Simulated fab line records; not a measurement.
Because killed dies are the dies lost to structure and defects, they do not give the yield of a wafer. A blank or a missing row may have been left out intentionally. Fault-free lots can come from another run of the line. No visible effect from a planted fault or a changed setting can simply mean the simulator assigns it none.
Chamber matching ; flow nand harc ; NHARC_A_STAIRCASE_DESCUM_219 on rie diel-09 has 4 sister chambers
The step chemistry O2, time 3 s. 22 wafers are shown with their chamber, then 11 later ones without.

WAFERS, EACH WITH ITS CHAMBER
wafer;chamber;showerhead plenum p Torr (Torr);drypump motor current A (A);rf vpp V (V)
L077.1;1;1.87;6.2;58.5
L077.2;0;1.89;6.0;57.3
L077.6;1;1.87;6.2;58.0
L079.2;0;1.89;6.0;58.6
L079.4;3;1.91;5.8;58.4
L079.5;0;1.89;6.1;57.7
L082.1;2;1.80;6.2;57.6
L082.2;3;1.91;5.8;58.1
L082.5;2;1.80;6.1;56.1
L082.3;0;1.89;6.0;57.6
L082.4;1;1.87;6.2;57.2
L082.6;3;1.91;5.8;57.1
L086.3;0;1.88;6.0;60.0
L086.4;2;1.79;6.2;57.8
L086.5;2;1.79;6.2;57.1
L090.1;0;1.88;6.0;57.5
L090.2;1;1.86;6.2;58.3
L090.4;2;1.79;6.2;56.0
L093.1;3;1.90;5.8;58.4
L093.2;0;1.88;6.0;57.9
L093.4;1;1.86;6.2;57.6
L093.3;2;1.79;6.2;57.4

SIGNATURES, as means of the wafers listed above
reading;chamber 0;chamber 1;chamber 2;chamber 3;scatter within a chamber
showerhead plenum p Torr;1.8857;1.8660;1.7933;1.9075;0.00527
drypump motor current A;6.014;6.200;6.183;5.800;0.0306
rf vpp V;58.086;57.920;57.000;58.000;0.765
Rule: a wafer lies at a distance from a chamber equal to the root of the sum of squares, over the readings, of (its reading less the chamber's mean, divided by the reading's scatter). If the next closest chamber is less than 2 further off than the closest, the wafer can't be placed; otherwise it belongs to the closest. The scatter: take each reading less its chamber's mean, square it, sum over the shown wafers, divide by the number of wafers less the number of chambers, and take the root.

WAFERS WITH NO CHAMBER GIVEN
wafer;showerhead plenum p Torr (Torr);drypump motor current A (A);rf vpp V (V)
L093.5;1.79;6.1;57.2
L093.6;1.86;6.2;58.3
L094.3;1.79;6.1;57.8
L094.4;1.78;6.1;55.3
L094.6;1.90;5.9;56.7
L095.1;1.85;6.2;59.2
L095.2;1.90;5.9;58.3
L095.4;1.78;6.2;56.8
L097.2;1.87;6.0;58.4
L097.3;1.89;5.9;56.8
L097.4;1.78;6.1;57.2

WHICH CHAMBER EACH ONE RAN IN
wafer;from the rows above;in truth
L093.5;2;2
L093.6;1;1
L094.3;2;2
L094.4;2;2
L094.6;can't be placed: 3 or 0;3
L095.1;1;1
L095.2;can't be placed: 3 or 0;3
L095.4;2;2
L097.2;0;0
L097.3;can't be placed: 0 or 3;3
L097.4;2;2
Placed correctly: 8 of 11. These rows do not allow placing 3 (true chamber among the candidates in 3). Placed wrongly: 0.
